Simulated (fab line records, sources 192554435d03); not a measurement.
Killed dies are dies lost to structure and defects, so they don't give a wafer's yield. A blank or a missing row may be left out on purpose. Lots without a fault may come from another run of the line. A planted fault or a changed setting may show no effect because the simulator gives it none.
Which tool did it? | flow n5_finfet | 8 lots, 24 wafers sampled, at 8 steps of a route of 1938

WHAT THE GAUGES READ, wafer by wafer
N5_BEOL_M0_INSPECT_127: inspects for defects (darkfield). Usual: raw_defect_count 66, standard deviation 20.
lot  | measured     | on                | raw_defect_count | flag
L481 | day 6 19:50  | defect_inspect-02 | 46 44 82         |
L482 | day 7 00:21  | defect_inspect-02 | 124 74 46        |
L483 | day 7 07:06  | defect_inspect-02 | 51 48 80         |
L484 | day 7 14:26  | defect_inspect-02 | 77 91 51         |
L486 | day 7 23:25  | defect_inspect-02 | 78 62 59         |
L488 | day 8 14:35  | defect_inspect-02 | 33 48 45         |
L490 | day 9 02:02  | defect_inspect-02 | 72 511 87        | OFF
L500 | day 11 13:26 | defect_inspect-01 | 101 77 75        |

N5_BEOL_M1_INSPECT_13: inspects for defects (brightfield). Usual: raw_defect_count 406, standard deviation 100.
lot  | measured     | on                | raw_defect_count | flag
L481 | day 6 21:54  | defect_inspect-01 | 279 403 518      |
L482 | day 7 03:22  | defect_inspect-02 | 711 521 454      |
L483 | day 7 09:37  | defect_inspect-02 | 399 489 550      |
L484 | day 7 15:58  | defect_inspect-02 | 362 469 371      |
L486 | day 8 01:32  | defect_inspect-02 | 370 420 638      |
L488 | day 8 17:31  | defect_inspect-02 | 307 289 332      |
L490 | day 9 03:19  | defect_inspect-02 | 448 966 508      |
L500 | day 11 15:47 | defect_inspect-01 | 452 331 438      |

N5_BEOL_M1_INSPECT_30: inspects for defects (brightfield). Usual: raw_defect_count 415, standard deviation 110.
lot  | measured     | on                | raw_defect_count | flag
L481 | day 6 22:46  | defect_inspect-01 | 276 430 540      |
L482 | day 7 04:14  | defect_inspect-01 | 697 463 421      |
L483 | day 7 10:46  | defect_inspect-02 | 427 510 535      |
L484 | day 7 17:14  | defect_inspect-02 | 365 445 395      |
L486 | day 8 02:32  | defect_inspect-02 | 358 394 626      |
L488 | day 8 18:23  | defect_inspect-02 | 298 270 336      |
L490 | day 9 04:18  | defect_inspect-02 | 457 987 526      |
L500 | day 11 16:50 | defect_inspect-01 | 403 352 446      |

N5_BEOL_M4_RC_MEAS_101. Usual: DIBL_N 37.0 mV/V, standard deviation 2.3; DIBL_P 37.3 mV/V, standard deviation 2.8; IOFF_N 0.17 nA/um, standard deviation 0.046; IOFF_P 0.23 nA/um, standard deviation 0.054; ION_N 675 uA/um, standard deviation 14; ION_P 460 uA/um, standard deviation 9.3; SS_N 71.7 mV/dec, standard deviation 0.73; SS_P 73.6 mV/dec, standard deviation 0.95; VT_N 249 mV, standard deviation 3.9; VT_P -250 mV, standard deviation 3.9.
lot  | measured     | on        | DIBL_N (mV/V)  | DIBL_P (mV/V)  | IOFF_N (nA/um) | IOFF_P (nA/um) | ION_N (uA/um) | ION_P (uA/um) | SS_N (mV/dec)  | SS_P (mV/dec)  | VT_N (mV)   | VT_P (mV)      | flag
L481 | day 8 22:55  | prober-02 | 37.5 36.0 41.5 | 37.8 36.8 43.3 | 0.18 0.16 0.27 | 0.19 0.18 0.28 | 682 676 694   | 454 453 461   | 72.0 71.0 73.1 | 73.1 73.5 75.4 | 248 249 244 | -252 -254 -246 |
L482 | day 9 01:54  | prober-01 | 36.7 36.7 36.5 | 38.7 36.8 38.3 | 0.17 0.16 0.16 | 0.26 0.21 0.25 | 681 671 679   | 475 459 473   | 70.8 71.5 71.2 | 74.1 72.5 73.6 | 248 251 251 | -247 -251 -247 |
L483 | day 9 09:13  | prober-01 | 36.5 34.8 40.1 | 38.2 36.0 43.2 | 0.19 0.14 0.28 | 0.25 0.21 0.37 | 691 653 701   | 469 455 483   | 72.1 71.9 72.7 | 73.1 71.4 74.5 | 246 251 242 | -247 -248 -242 |
L484 | day 9 08:11  | prober-02 | 35.3 38.5 39.3 | 36.6 39.5 40.8 | 0.15 0.22 0.23 | 0.19 0.25 0.27 | 670 703 706   | 458 474 471   | 71.4 72.1 72.3 | 73.1 73.8 74.8 | 253 245 248 | -255 -251 -249 |
L486 | day 10 05:55 | prober-01 | 38.9 37.5 38.8 | 41.4 38.2 40.7 | 0.20 0.16 0.21 | 0.29 0.23 0.28 | 679 682 691   | 467 470 474   | 71.3 72.1 72.2 | 74.8 74.1 74.7 | 248 249 248 | -246 -250 -246 |
L488 | day 10 09:41 | prober-01 | 34.9 34.1 34.6 | 32.9 32.0 33.9 | 0.14 0.11 0.12 | 0.19 0.18 0.20 | 681 654 669   | 474 455 466   | 71.4 71.5 71.9 | 73.1 72.2 72.5 | 250 257 254 | -248 -250 -250 |
L490 | day 11 08:12 | prober-02 | 32.2 39.6 37.6 | 32.4 41.7 38.2 | 0.11 0.26 0.19 | 0.18 0.34 0.26 | 655 701 678   | 460 478 465   | 70.1 71.5 72.0 | 72.2 75.0 73.4 | 256 240 247 | -253 -244 -245 |
L500 | day 14 07:43 | prober-02 | 37.7 40.0 35.8 | 38.9 40.9 37.0 | 0.19 0.24 0.15 | 0.28 0.30 0.23 | 670 696 677   | 460 474 471   | 72.9 73.1 71.6 | 73.9 74.6 73.2 | 249 244 250 | -247 -245 -248 |

WHICH TOOL RAN EACH LOT (tool, then ch and the chambers of the sampled wafers, then the start)
lot  | N5_BEOL_M0_SPUTTER_132       | N5_BEOL_M0_SPUTTER_134       | N5_BEOL_M0_CMP_120            | N5_BEOL_M1_PECVD_72
L481 | pvd_sputter-01, day 6 17:49  | pvd_sputter-01, day 6 17:56  | cmp-04 ch 0,2, day 6 19:01    | pecvd-03 ch 0,1,2, day 6 19:58
L482 | pvd_sputter-02, day 6 22:25  | pvd_sputter-02, day 6 22:32  | cmp-01 ch 0,1,3, day 6 23:29  | pecvd-03 ch 1,2, day 7 00:29
L483 | pvd_sputter-01, day 7 04:58  | pvd_sputter-01, day 7 05:05  | cmp-04 ch 0,1,3, day 7 06:14  | pecvd-03 ch 1,2, day 7 07:14
L484 | pvd_sputter-01, day 7 13:07  | pvd_sputter-01, day 7 13:14  | cmp-04 ch 0,1,3, day 7 13:55  | pecvd-02 ch 0,2, day 7 14:34
L486 | pvd_sputter-01, day 7 22:01  | pvd_sputter-01, day 7 22:08  | cmp-03 ch 1,2,3, day 7 22:50  | pecvd-04 ch 0,2, day 7 23:35
L488 | pvd_sputter-03, day 8 13:14  | pvd_sputter-03, day 8 13:22  | cmp-01 ch 1,2,3, day 8 14:01  | pecvd-03 ch 1,2, day 8 14:44
L490 | pvd_sputter-03, day 9 00:44  | pvd_sputter-03, day 9 00:51  | cmp-01 ch 0,2, day 9 01:30    | pecvd-02 ch 0,1, day 9 02:11
L500 | pvd_sputter-03, day 11 12:07 | pvd_sputter-03, day 11 12:14 | cmp-04 ch 1,2,3, day 11 12:52 | pecvd-04 ch 0,1,2, day 11 13:35
- N5_BEOL_M0_SPUTTER_132: material Cu, target thk 4 nm, time 7.37 s.
- N5_BEOL_M0_SPUTTER_134: material Cu, target thk 4 nm, time 7.37 s.
- N5_BEOL_M0_CMP_120: polishes, stops on SiOC, t overpolish 6.9 s.
- N5_BEOL_M1_PECVD_72: deposits SiO2 from TEOS/O2, target thk 16 nm, time 18 s.

WHAT THE TOOLS THEMSELVES READ (means of the sampled wafers that have a number; where no wafer has one, the mark that the record gives instead)
N5_BEOL_M0_SPUTTER_132. Usual: chuck_sensor_temp_C -16.0 C, standard deviation 0.41; throttle_valve_pct 30.0 %, standard deviation 0.98.
lot  | tool           | chuck_sensor_temp_C (C) | throttle_valve_pct (%) | flag
L481 | pvd_sputter-01 | -16.1                   | 28.6                   |
L482 | pvd_sputter-02 | -15.8                   | 30.0                   |
L483 | pvd_sputter-01 | -16.3                   | 29.1                   |
L484 | pvd_sputter-01 | -16.0                   | 29.2                   |
L486 | pvd_sputter-01 | -16.2                   | 28.6                   |
L488 | pvd_sputter-03 | -16.2                   | 31.4                   |
L490 | pvd_sputter-03 | -16.1                   | 31.4                   |
L500 | pvd_sputter-03 | -16.0                   | 30.3                   |

N5_BEOL_M0_SPUTTER_134. Usual: chuck_sensor_temp_C -16.0 C, standard deviation 0.41; throttle_valve_pct 30.0 %, standard deviation 0.97.
lot  | tool           | chuck_sensor_temp_C (C) | throttle_valve_pct (%) | flag
L481 | pvd_sputter-01 | -16.1                   | 28.8                   |
L482 | pvd_sputter-02 | -15.9                   | 29.9                   |
L483 | pvd_sputter-01 | -16.3                   | 29.1                   |
L484 | pvd_sputter-01 | -16.2                   | 29.2                   |
L486 | pvd_sputter-01 | -16.3                   | 28.8                   |
L488 | pvd_sputter-03 | -16.1                   | 31.5                   |
L490 | pvd_sputter-03 | -16.3                   | 31.4                   |
L500 | pvd_sputter-03 | -16.0                   | 30.4                   |

N5_BEOL_M0_CMP_120. Usual: barrier_field_endpoint_s 3.67 s, standard deviation 0.15; clearing_platen_down_force_psi 1.500 psi, standard deviation 0.0033; clearing_platen_rpm 49.999 rpm, standard deviation 0.026; motor_current_A 6.2 A, standard deviation 0.67; overpolish_run_s 6.899 s, standard deviation 0.0083; time_to_endpoint_s 62 s, standard deviation 4.6.
lot  | tool   | barrier_field_endpoint_s (s) | clearing_platen_down_force_psi (psi) | clearing_platen_rpm (rpm) | motor_current_A (A) | overpolish_run_s (s) | time_to_endpoint_s (s) | flag
L481 | cmp-04 | 3.78                         | 1.500                                | 50.006                    | 6.9                 | 6.905                | 65                     |
L482 | cmp-01 | 3.82                         | 1.501                                | 50.014                    | 6.1                 | 6.905                | 53                     |
L483 | cmp-04 | 3.69                         | 1.499                                | 50.009                    | 6.4                 | 6.903                | 63                     |
L484 | cmp-04 | 3.75                         | 1.500                                | 49.997                    | 6.3                 | 6.898                | 63                     |
L486 | cmp-03 | 3.71                         | 1.499                                | 49.999                    | 6.0                 | 6.904                | 60                     |
L488 | cmp-01 | 3.85                         | 1.498                                | 49.999                    | 6.2                 | 6.899                | 65                     |
L490 | cmp-01 | 3.59                         | 1.501                                | 50.001                    | 5.7                 | 6.905                | 60                     |
L500 | cmp-04 | 3.73                         | 1.501                                | 50.015                    | 6.5                 | 6.902                | 66                     |

N5_BEOL_M1_PECVD_72. Usual: heater_power_w 770 W, standard deviation 77; rf_fwd_power_W 443.5 W, standard deviation 2.2; showerhead_plenum_p_Torr 8.77 Torr, standard deviation 0.068; throttle_valve_pct 21.9 %, standard deviation 0.98.
lot  | tool     | heater_power_w (W) | rf_fwd_power_W (W) | showerhead_plenum_p_Torr (Torr) | throttle_valve_pct (%) | flag
L481 | pecvd-03 | 706                | 442.4              | 8.78                            | 22.5                   |
L482 | pecvd-03 | 687                | 440.4              | 8.78                            | 22.6                   |
L483 | pecvd-03 | 724                | 442.4              | 8.75                            | 22.6                   |
L484 | pecvd-02 | 767                | 444.9              | 8.81                            | 22.0                   |
L486 | pecvd-04 | 813                | 444.0              | 8.71                            | 20.5                   |
L488 | pecvd-03 | 779                | 440.9              | 8.78                            | 22.5                   |
L490 | pecvd-02 | 818                | 442.5              | 8.82                            | 23.1                   |
L500 | pecvd-04 | 804                | 444.9              | 8.74                            | 21.2                   |

THE ANSWER, worked out from the rows above alone
Rule: a lot is off if the mean of its wafers that have a number lies more than 3 standard deviations from the usual mean. A lot without any number at a reading at which 4 lots or more have one is off too. The other lots that the step has rows for count as sound. The gauges are gone through in route order, then the tools' own readings, and for those a lot's mean is taken as printed above. The first step at which some lot is off is used, and at that step the reading that is off furthest; a lot without a number counts as furthest.
Off: L490, at N5_BEOL_M0_INSPECT_127 (raw_defect_count).
A tool fits if, at a process step before that reading, it ran every lot that is off, and no sound lot after the first of them. The gauges at N5_BEOL_M0_INSPECT_127 are tried like those tools. Can't be told from this: 2 tools fit, cmp-01 at N5_BEOL_M0_CMP_120, defect_inspect-02 at N5_BEOL_M0_INSPECT_127.

WHAT THE SIMULATOR HAD PUT IN
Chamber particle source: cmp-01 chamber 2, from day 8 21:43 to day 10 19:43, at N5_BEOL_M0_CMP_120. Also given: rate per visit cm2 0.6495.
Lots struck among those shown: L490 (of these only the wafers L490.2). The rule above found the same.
